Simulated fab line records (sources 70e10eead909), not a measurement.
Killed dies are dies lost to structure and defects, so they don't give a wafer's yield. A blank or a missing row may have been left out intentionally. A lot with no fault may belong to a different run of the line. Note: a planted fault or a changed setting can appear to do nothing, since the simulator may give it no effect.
Check of tool commonality | flow nand harc | 4 lots, 12 wafers sampled

WHY IT WAS OPENED
At NHARC_END_SORT_01 the reading killed at periphery is flagged on 2 of 4 lots. Fault-free wafers read 3.0, with a standard deviation of 2.3.
Rule: a lot is flagged in two cases, either no wafer of it has a number, or all its wafers with numbers fall more than 4 standard deviations from that mean. All remaining lots are regarded as sound.

lot  | measured     | on        | killed at periphery, wafer by wafer | flag
L290 | day 23 05:47 | prober-02 | 4 2 4                               |
L287 | day 23 15:14 | prober-01 | 645 645 645                         | FLAGGED
L289 | day 23 21:16 | prober-02 | 641 654 645                         | FLAGGED
L294 | day 24 07:20 | prober-01 | 4 1 1                               |
On average the flagged lots read 645.8, which is +642.8 against the usual, or +99 or more standard deviations.

TOOL THAT RAN EACH LOT
Before the reading, the record contains 2 process steps out of a 1159-step route. In each cell: the tool, then ch and the chambers that the sampled wafers went through, then the start.
lot  | flag    | NHARC_P_M2_ETCH_15                 | NHARC_P_M2_PRE_CLEAN_30
L290 |         | rie diel-02 ch 0,1,3, day 10 07:07 | pvd sputter-03, day 23 05:47 or earlier
L287 | FLAGGED | rie diel-06 ch 0,1,3, day 9 21:23  | pvd sputter-03, day 23 15:14 or earlier
L289 | FLAGGED | rie diel-02 ch 1,2, day 10 06:58   | pvd sputter-01, day 23 21:16 or earlier
L294 |         | rie diel-02 ch 1,2,3, day 11 04:24 | pvd sputter-01, day 24 07:20 or earlier
What these steps do:
- NHARC_P_M2_ETCH_15: etches the open film in C4F8/Ar, target depth 182.5 nm, time 91.2 s.
- NHARC_P_M2_PRE_CLEAN_30: time 30 s.
- NHARC_END_SORT_01

FLAGGED AGAINST TOTAL, ONE TOOL AT A TIME (gauges that did the reading follow at the end)
step                    | tool           | lots run | flagged | share of the flagged lots | sound lots run after its first flagged lot
NHARC_P_M2_ETCH_15      | rie diel-02    | 3        | 1       | some                      | 2 (L290,L294)
NHARC_P_M2_ETCH_15      | rie diel-06    | 1        | 1       | some                      | 0
NHARC_P_M2_PRE_CLEAN_30 | pvd sputter-01 | 2        | 1       | some                      | 1 (L294)
NHARC_P_M2_PRE_CLEAN_30 | pvd sputter-03 | 2        | 1       | some                      | 0
NHARC_END_SORT_01       | prober-01      | 2        | 1       | some                      | 1 (L294)
NHARC_END_SORT_01       | prober-02      | 2        | 1       | some                      | 0
With no start given for some of its lots, NHARC_P_M2_PRE_CLEAN_30 uses the hours and lot order of NHARC_END_SORT_01.

WHAT THE TABLE ALLOWS
No row of the table ran every flagged lot.

WHAT THE SIMULATOR HAD PUT IN
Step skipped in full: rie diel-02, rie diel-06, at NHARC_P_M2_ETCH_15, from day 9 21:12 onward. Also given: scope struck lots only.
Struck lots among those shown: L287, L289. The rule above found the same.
